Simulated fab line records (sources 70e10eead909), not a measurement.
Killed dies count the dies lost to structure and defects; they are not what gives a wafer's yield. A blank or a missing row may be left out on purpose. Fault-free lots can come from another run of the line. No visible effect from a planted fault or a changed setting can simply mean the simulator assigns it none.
fab line records	flow nand-harc
record: lots: 13	wafers: 39	last-day: 33
route steps=1302 shown A_WL_FILL@967 A_CONTACT@985
lots that met no fault: taken from a fault-free run of the same line
start-h: hours from the record's opening day to when the first of the lot's shown wafers began	wait-h: how many hours have passed since the lot's step before this one	" identical to the entry in the row above	L1.1+2: one row covering several wafers at once	- no value present, or no start provided	* or withheld: withheld	< > ~ a bound
route shown NAME@n: names a module that has steps shown in the file, with the first one's number in the route	usual: the fault-free wafers' mean and standard deviation	same: alike in all rows	chamber/n: place in a boat	sites: each site's reading	_std_site: standard deviation across them	_edge_site: mean of outer sites minus mean of inner sites	radius-mm: for every site, how far away it sits from the centre of the wafer	mask NAME#n: copy n	behind: the last tool/chamber to shape the wafer	hold: why the lot was held/for how many hours/how that ended	device: transistor that didn't switch, given as n, p or np	end of line: tests run on the same wafers once the route is complete	where a step has no rows: the recipe by itself	killed: dies that structure and defects cost at the first sort, which is not the same as the wafer's yield	map: the dies of a wafer, with x for killed, . for not killed, _ for no die there
set.NAME: the setting the step ran with; set.NAME@STEP: the setting that earlier step ran with	model.NAME: the simulator's own value behind a step, which no gauge read
one table for each step of the route and one row for each wafer, over a sample of lots
services: a tool's chamber out of use, with start hour (start-h, from the record's first day; less than 0 if before it), hours out, and reason
== steps ==
step: NHARC_A_WL_FILL_STRIP_29
recipe: time-s: 20	o2-flow-sccm: 500	ar-flow-sccm: 0	bias-w: 0	chemistry: O2
usual: drypump-motor-current-A: 5.9/0.62	oes-product-au: 1.004/0.011	rf-vpp-V: 57.7/0.91	showerhead-plenum-p-Torr: 3.46/0.13	throttle-valve-pct: 17.038/0.0085
lot.wafer	tool	chamber	start-h	wait-h	drypump-motor-current-A	oes-product-au	rf-hours-counter-h	rf-vpp-V	showerhead-plenum-p-Torr	throttle-valve-pct
L106.2	rie-diel-11	1	478.20	0.1	6.5	1.022	2.2	58.2	3.68	17.038
L106.1	"	2	"	"	6.5	1.008	1.9	57.2	3.36	17.043
L106.5	"	1	"	"	6.6	1.019	-	57.7	3.68	17.034
L107.1	rie-diel-11	2	492.93	0.1	6.5	1.005	2.1	57.7	3.36	17.029
L107.3	"	3	"	"	4.9	1.011	2.1	56.8	3.33	17.037
L107.6	"	1	"	"	6.6	1.015	-	60.0	3.68	17.044
L109.3	rie-diel-01	1	498.93	0.1	6.4	1.008	3.4	57.1	3.35	17.037
L109.1	"	2	"	"	5.3	1.005	3.3	56.4	3.46	17.031
L109.5	"	0	"	"	4.9	0.999	-	58.8	3.67	17.055
L110.1	rie-diel-11	2	512.04	0.1	6.4	0.997	2.6	57.0	3.36	17.013
L110.2	"	0	"	"	6.3	1.011	2.9	57.5	3.36	17.047
L110.5	"	1	"	"	6.6	1.009	-	57.9	3.68	17.028
L111.2	rie-diel-11	3	530.28	0.1	4.9	1.012	4.0	57.4	3.33	17.041
L111.1	"	1	"	"	6.6	1.009	4.3	57.8	3.68	17.039
L111.5	"	3	"	"	4.9	1.020	-	58.3	3.33	17.041
L117.1	rie-diel-06	1	588.78	0.1	6.2	1.007	2.6	56.5	3.54	17.037
L117.2	"	0	"	"	6.0	1.000	2.6	58.4	3.70	17.033
L117.6	"	1	"	"	6.2	1.010	-	58.1	3.54	17.017
L118.1	rie-diel-01	1	591.90	0.1	6.3	1.001	1.2	57.5	3.35	17.033
L118.2	"	2	"	"	5.3	1.007	1.3	56.5	3.46	17.046
L118.5	"	0	"	"	4.9	0.995	-	57.7	3.67	17.029
L123.1	rie-diel-01	3	636.58	0.1	5.8	1.017	2.2	59.5	3.49	17.039
L123.5	"	1	"	"	6.4	1.004	-	58.4	3.35	17.034
L123.6	"	2	"	"	5.3	0.998	-	57.0	3.46	17.034
L125.3	rie-diel-01	1	669.35	0.1	6.4	1.005	2.9	56.2	3.34	17.037
L125.2	"	3	"	"	5.8	1.014	3.1	57.7	3.49	17.046
L125.1	"	0	"	"	4.9	0.992	3.0	56.9	3.67	17.043
L126.2	rie-diel-06	3	674.73	0.1	6.4	0.986	0.0	57.9	3.41	17.049
L126.4	"	3	"	"	6.4	0.994	-	57.3	3.41	17.020
L126.5	"	1	"	"	6.2	0.999	-	57.5	3.54	17.047
L127.3	rie-diel-01	0	695.74	0.1	4.9	1.001	3.8	59.3	3.67	17.040
L127.4	"	2	"	"	5.4	0.996	3.5	58.8	3.46	17.034
L127.6	"	0	"	"	4.9	0.995	-	57.4	3.67	17.034
L128.1	rie-diel-11	0	695.78	0.1	6.4	1.017	4.3	57.2	3.36	17.030
L128.3	"	1	"	"	6.6	0.995	4.3	58.7	3.68	17.029
L128.6	"	3	"	"	4.9	0.991	-	56.1	3.32	17.035
L129.1	rie-diel-11	1	709.29	0.1	6.6	0.994	5.0	57.4	3.67	17.040
L129.2	"	2	"	"	6.5	1.000	5.7	57.2	3.35	17.033
L129.6	"	1	"	"	6.6	0.987	-	59.2	3.67	17.042
step: NHARC_A_CONTACT_DEP_28
recipe: target-thk-a: 70000	temp-c: 400	material: aC
usual: throttle-valve-pct: 34.999/0.0087
lot.wafer	tool	chamber	start-h	wait-h	throttle-valve-pct
L106.1	acl-dep-02	0	488.02	2.7	35.015
L106.2	"	0	"	"	35.002
L106.5	"	0	490.86	5.5	34.999
L107.1	acl-dep-01	0	504.77	4.8	34.995
L107.3	"	0	506.19	6.2	35.000
L107.6	"	0	508.33	8.4	35.002
L109.1	acl-dep-03	0	509.41	3.4	34.996
L109.3	"	0	510.81	4.8	34.979
L109.5	"	0	512.21	6.2	35.016
L110.1	acl-dep-02	0	519.56	0.5	35.001
L110.2	"	0	"	"	35.004
L110.5	"	0	522.37	3.3	35.010
L111.1	acl-dep-02	0	538.15	0.6	34.994
L111.2	"	0	"	"	35.009
L111.5	"	0	541.01	3.5	34.998
L117.1	acl-dep-01	0	596.40	0.7	35.007
L117.2	"	0	"	"	35.013
L117.6	"	0	599.86	4.1	34.998
L118.1	acl-dep-03	0	599.62	0.7	34.998
L118.2	"	0	"	"	34.995
L118.5	"	0	602.39	3.5	35.010
L123.1	acl-dep-03	0	646.31	1.9	35.016
L123.5	"	0	649.14	4.8	35.001
L123.6	"	0	"	"	35.000
L125.1	acl-dep-02	0	678.91	2.5	35.002
L125.2	"	0	"	"	34.995
L125.3	"	0	"	"	34.996
L126.2	acl-dep-03	0	684.03	2.0	34.995
L126.4	"	0	685.44	3.4	35.002
L126.5	"	0	"	"	35.004
L128.1	acl-dep-03	0	703.79	0.1	35.013
L128.3	"	0	705.23	1.5	35.005
L128.6	"	0	707.37	3.6	35.010
L127.3	acl-dep-01	0	705.02	1.5	35.008
L127.4	"	0	"	"	34.993
L127.6	"	0	707.15	3.6	34.990
L129.1	acl-dep-03	0	716.42	0.1	34.991
L129.2	"	0	"	"	34.997
L129.6	"	0	719.93	3.6	34.992
step: NHARC_A_CONTACT_SOFTBAKE_37
recipe: temp-c: 105	time-s: 55
usual: heater-power-total-W: 188.46/0.15	plate-temp-C: 105.03/0.14
lot.wafer	tool	chamber	start-h	wait-h	heater-power-total-W	plate-temp-C
L106.1	litho-track-01	0	492	-	188.54	105.16
L106.2	"	0	"	"	188.47	105.02
L106.5	"	0	"	"	188.31	105.42
L107.1	litho-track-04	0	509	-	188.40	104.90
L107.3	"	0	"	"	188.71	104.86
L107.6	"	0	"	"	188.31	104.98
L109.1	litho-track-04	0	513	-	188.43	105.03
L109.3	"	0	"	"	188.44	105.07
L109.5	"	0	"	"	188.25	105.10
L110.1	litho-track-06	0	524	-	188.40	104.85
L110.2	"	0	"	"	188.59	105.01
L110.5	"	0	"	"	188.36	104.89
L111.1	litho-track-04	0	542	-	188.42	104.98
L111.2	"	0	"	"	188.78	105.26
L111.5	"	0	"	"	188.40	104.98
L117.1	litho-track-04	0	600	-	174.47	99.28
L117.2	"	0	"	"	174.88	99.35
L117.6	"	0	"	"	174.53	99.41
L118.1	litho-track-04	0	604	-	174.54	99.34
L118.2	"	0	"	"	174.84	99.15
L118.5	"	0	"	"	174.90	99.41
L123.1	litho-track-01	0	650	-	188.27	105.11
L123.5	"	0	"	"	188.49	104.83
L123.6	"	0	"	"	188.26	104.95
L125.1	litho-track-06	0	683	-	188.35	104.96
L125.2	"	0	"	"	188.31	105.17
L125.3	"	0	"	"	188.75	104.90
L126.2	litho-track-06	0	687	-	188.36	104.98
L126.4	"	0	"	"	188.45	105.11
L126.5	"	0	"	"	188.24	104.94
L127.3	litho-track-04	0	708	-	188.35	104.75
L127.4	"	0	"	"	188.50	104.80
L127.6	"	0	"	"	188.41	104.70
L128.1	litho-track-04	0	708	-	188.39	105.06
L128.3	"	0	"	"	188.49	105.19
L128.6	"	0	"	"	188.67	105.17
L129.1	litho-track-06	0	720	-	188.38	105.14
L129.2	"	0	"	"	188.28	105.23
L129.6	"	0	"	"	188.62	105.14
step: NHARC_A_CONTACT_INSPECT_44
usual: raw-defect-count: 81/29
lot.wafer	tool	chamber	start-h	wait-h	raw-defect-count
L106.1	defect-inspect-01	-	493.14	0.0	150
L106.2	"	-	"	"	143
L106.5	"	-	"	"	115
L107.1	defect-inspect-01	-	509.91	0.0	104
L107.3	"	-	"	"	125
L107.6	"	-	"	"	130
L109.1	defect-inspect-02	-	514.48	0.0	100
L109.3	"	-	"	"	110
L109.5	"	-	"	"	104
L110.1	defect-inspect-02	-	524.64	0.0	55
L110.2	"	-	"	"	63
L110.5	"	-	"	"	81
L111.1	defect-inspect-01	-	543.19	0.0	86
L111.2	"	-	"	"	84
L111.5	"	-	"	"	71
L117.1	defect-inspect-02	-	601.45	0.0	124
L117.2	"	-	"	"	124
L117.6	"	-	"	"	114
L118.1	defect-inspect-02	-	604.52	0.0	24
L118.2	"	-	"	"	42
L118.5	"	-	"	"	33
L123.1	defect-inspect-01	-	651.53	0.0	62
L123.5	"	-	"	"	67
L123.6	"	-	"	"	50
L125.1	defect-inspect-01	-	683.99	0.0	85
L125.2	"	-	"	"	74
L125.3	"	-	"	"	84
L126.2	defect-inspect-02	-	688.43	0.0	87
L126.4	"	-	"	"	77
L126.5	"	-	"	"	79
L127.3	defect-inspect-02	-	708.73	0.0	62
L127.4	"	-	"	"	61
L127.6	"	-	"	"	58
L128.1	defect-inspect-01	-	708.98	0.0	98
L128.3	"	-	"	"	94
L128.6	"	-	"	"	99
L129.1	defect-inspect-01	-	721.38	0.0	18
L129.2	"	-	"	"	34
L129.6	"	-	"	"	23
== services ==
tool	chamber	start-h	hours	kind
rie-diel-11	0	466.01	-	clean
rie-diel-06	-	484.20	9.0	pm
acl-dep-03	-	486.46	13.0	pm
litho-track-01	-	505.00	7.0	pm
rie-diel-06	0	514.63	9.6	repair
rie-diel-06	-	515.45	0.4	repair
rie-diel-01	0	523.80	4.2	repair
rie-diel-01	2	524.22	2.5	repair
litho-track-06	-	529.00	7.0	pm
rie-diel-01	3	539.94	8.5	repair
litho-track-04	-	553.00	7.0	pm
rie-diel-01	-	557.81	9.0	pm
acl-dep-01	-	557.98	13.0	pm
rie-diel-11	-	602.07	0.5	repair
acl-dep-02	-	607.26	13.0	pm
rie-diel-11	-	609.50	9.0	pm
rie-diel-01	0	630.48	12.9	repair
rie-diel-06	-	661.20	9.0	pm
acl-dep-03	-	667.95	13.0	pm
litho-track-01	-	680.00	7.0	pm
rie-diel-06	3	702.46	14.0	repair
litho-track-06	-	704.00	7.0	pm
rie-diel-01	3	705.43	12.5	repair
rie-diel-11	0	709.06	16.4	repair
== key ==
first-sign: step: NHARC_A_CONTACT_SOFTBAKE_37	reading: heater-power-total-W	direction: down	sigmas: 93	usual: *	struck: *
effect: step: NHARC_A_CONTACT_SOFTBAKE_37	reading: plate-temp-C	direction: down	sigmas: 41	usual: *	struck: *
met-at NHARC_A_CONTACT_SOFTBAKE_37
struck-lots L117,L118
tester-left-out L117,L118
not-acting-at NHARC_A_WL_FILL_STRIP_29,NHARC_A_CONTACT_DEP_28,NHARC_A_CONTACT_INSPECT_44
onset-between 542 600
fault: kind: process-parameter-drift	tool: litho-track-04	chamber: -	onset-h: 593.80	steps: NHARC_A_CONTACT_SOFTBAKE_37	channel: temp-c	offset: *	shape: step	end-h: 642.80	acts-in: *	stated: *
tester-left-out: of these lots the tester's yield and bins aren't shown, on N5 and GAA mostly nor the transistor test; their killed dies are dies lost to structure and defects alone, not to doping, threshold or leakage, so they don't give the yield
